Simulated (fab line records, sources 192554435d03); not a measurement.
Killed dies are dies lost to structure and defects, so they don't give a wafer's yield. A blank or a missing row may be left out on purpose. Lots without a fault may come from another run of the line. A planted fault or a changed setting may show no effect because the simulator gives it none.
Split-lot experiment | flow n5_finfet | 7 lots, 21 wafers read, on a route of 1938 steps

THE SPLIT
At N5_SD_EPI_P_PEB_07 (peb time 60 s), the setting peb_time_s was moved away from the recipe's 60 s on 9 of the 21 wafers read, by -18.8% to +9.2%. The other wafers ran this setting at the recipe's value.

FROM THE SPLIT TO THE READING: what the file shows between them, 1 step
- N5_SD_EPI_P_DEVELOP_08: develop time 30 s

THE READING
cd_nm, in nm, at N5_SD_EPI_P_CD_MEAS_09 (target cd 240 nm). Fault-free wafers of this fab line usually give 239.2 nm, standard deviation 0.92 nm.

wafer  | tool, chamber at the split | peb_time_s as run, s | against the recipe | cd_nm, nm | against lot-mates on the recipe
L075.1 | litho_track-02, 0          | 60                   | recipe             | 239.6     | -
L075.2 | litho_track-02, 0          | 60                   | recipe             | 239.5     | -
L075.4 | litho_track-02, 0          | 63.39                | +5.6%              | 241.6     | +2.0
L081.2 | litho_track-03, 0          | 60                   | recipe             | 239.5     | -
L081.4 | litho_track-03, 0          | 60                   | recipe             | 239.2     | -
L081.6 | litho_track-03, 0          | 60                   | recipe             | 239.1     | -
L084.1 | litho_track-05, 0          | 52.66                | -12.2%             | 235.3     | -5.0
L084.5 | litho_track-05, 0          | 52.66                | -12.2%             | 235.7     | -4.6
L084.6 | litho_track-05, 0          | 60                   | recipe             | 240.3     | -
L086.1 | litho_track-03, 0          | 55.65                | -7.3%              | 236.7     | -1.9
L086.4 | litho_track-03, 0          | 60                   | recipe             | 238.6     | -
L086.5 | litho_track-03, 0          | 55.65                | -7.3%              | 236.1     | -2.5
L090.1 | litho_track-03, 0          | 60                   | recipe             | 239.8     | -
L090.2 | litho_track-03, 0          | 60                   | recipe             | 238.1     | -
L090.4 | litho_track-03, 0          | 60                   | recipe             | 238.8     | -
L095.1 | litho_track-05, 0          | 65.53                | +9.2%              | 240.5     | +1.4
L095.2 | litho_track-05, 0          | 65.53                | +9.2%              | 239.5     | +0.4
L095.3 | litho_track-05, 0          | 60                   | recipe             | 239.1     | -
L096.1 | litho_track-05, 0          | 48.7                 | -18.8%             | 230.9     | -8.1
L096.2 | litho_track-05, 0          | 48.7                 | -18.8%             | 230.0     | -9.0
L096.6 | litho_track-05, 0          | 60                   | recipe             | 239.0     | -

THE FIT
A straight line over all 21 wafers: cd_nm changes by +0.357 nm for each +1% of peb_time_s; r = +0.93; the points scatter about the line by 1.1 nm.
The same after taking each lot's own level away (the mean of its wafers on the recipe; 21 wafers): +0.364 nm for each +1%; r = +0.95; scatter 0.97 nm.
On that fit, the largest move of peb_time_s shifts the reading by 6.9 nm.
The lots' own levels span 238.60 to 240.30 nm, that is 1.8 times the standard deviation above.
So the lot-to-lot level changes the slope little: the two slopes agree.
Check: with one of the wafers moved furthest among these (-18.8%) left out of the fit, the line predicts -6.93 nm for it against its lot-mates. It came out at -8.1 nm against them.

OTHER SPLITS ON THESE WAFERS
These wafers also went through other splits before the reading. Each is held against what the fit with the lots' levels taken away leaves over:
other split on the same wafers  | wafers away from the commonest value | r with cd_nm (lot level and that fit taken away)
N5_DUMMY_GATE_EXPOSE_12 dose_mj | 9                                    | +0.20

THE WHOLE CHAIN: every reading that the file lists as answering this split, in the file's order
step                   | what it does             | reading                                                         | change (the file's fit)               | r (the file's)
N5_SD_EPI_P_CD_MEAS_09 | target cd 240 nm         | cd_nm                                                           | +0.38 nm for each +1% of the setting  | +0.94
N5_SD_EPI_P_DESCUM_14  | chemistry O2, time 7.9 s | SD_EPI_P.cd_nm (the simulator's own value, which no gauge read) | +0.381 nm for each +1% of the setting | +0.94

THE FILE'S OWN FIT
cd_nm changes by +0.38 nm for each +1% of peb_time_s, r = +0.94.
